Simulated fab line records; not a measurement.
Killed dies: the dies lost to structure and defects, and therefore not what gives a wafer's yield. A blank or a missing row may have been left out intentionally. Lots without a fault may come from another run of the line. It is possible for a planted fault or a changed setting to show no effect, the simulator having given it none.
Chamber matching + flow nand-harc + NHARC_P_GATE_DEP_103 on pecvd-03: 3 sister chambers
The step deposits SiON, target thk 30 nm. 6 wafers are shown with their chamber, then 11 later ones without.

WAFERS, EACH WITH ITS CHAMBER
| wafer  | chamber | heater-power-w (W) |
|--------|---------|--------------------|
| L089.6 | 0       | 825                |
| L088.4 | 1       | 638                |
| L091.1 | 1       | 665                |
| L091.3 | 2       | 800                |
| L091.4 | 0       | 759                |
| L092.1 | 2       | 779                |

WAFERS WITH NO CHAMBER GIVEN
| wafer  | heater-power-w (W) |
|--------|--------------------|
| L092.4 | 656                |
| L092.6 | 763                |
| L094.3 | 780                |
| L094.4 | 781                |
| L094.5 | 898                |
| L093.2 | 708                |
| L093.4 | 795                |
| L093.6 | 867                |
| L095.2 | 614                |
| L095.4 | 842                |
| L095.6 | 636                |

THE CHAMBER EACH PASSED THROUGH
| wafer  | from the rows above          | in truth |
|--------|------------------------------|----------|
| L092.4 | 1                            | 1        |
| L092.6 | can't be placed: 2 or 0      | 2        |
| L094.3 | can't be placed: 2 or 0      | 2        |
| L094.4 | can't be placed: 2 or 0      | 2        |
| L094.5 | can't be placed: 0 or 2      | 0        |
| L093.2 | can't be placed: 1 or 2 or 0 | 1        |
| L093.4 | can't be placed: 0 or 2      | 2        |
| L093.6 | can't be placed: 0 or 2      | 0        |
| L095.2 | 1                            | 1        |
| L095.4 | can't be placed: 0 or 2      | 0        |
| L095.6 | 1                            | 1        |
Correctly placed: 3 of 11. From these rows, 8 cannot be placed; in 8 the true chamber is one of the candidates. Wrongly placed: 0.
How it was worked out, from the rows above alone: a wafer's distance from a chamber is the root of the sum, over the readings, of the square of ((its reading less the chamber's mean) divided by the reading's scatter). If the next closest chamber is less than 2 further off than the closest, the wafer can't be placed; otherwise it belongs to the closest. For every chamber, the mean is computed from those of its wafers that are shown. The scatter is the square root of a quotient: the sum, over the shown wafers, of each reading's squared deviation from its chamber's mean, divided by wafers minus chambers.
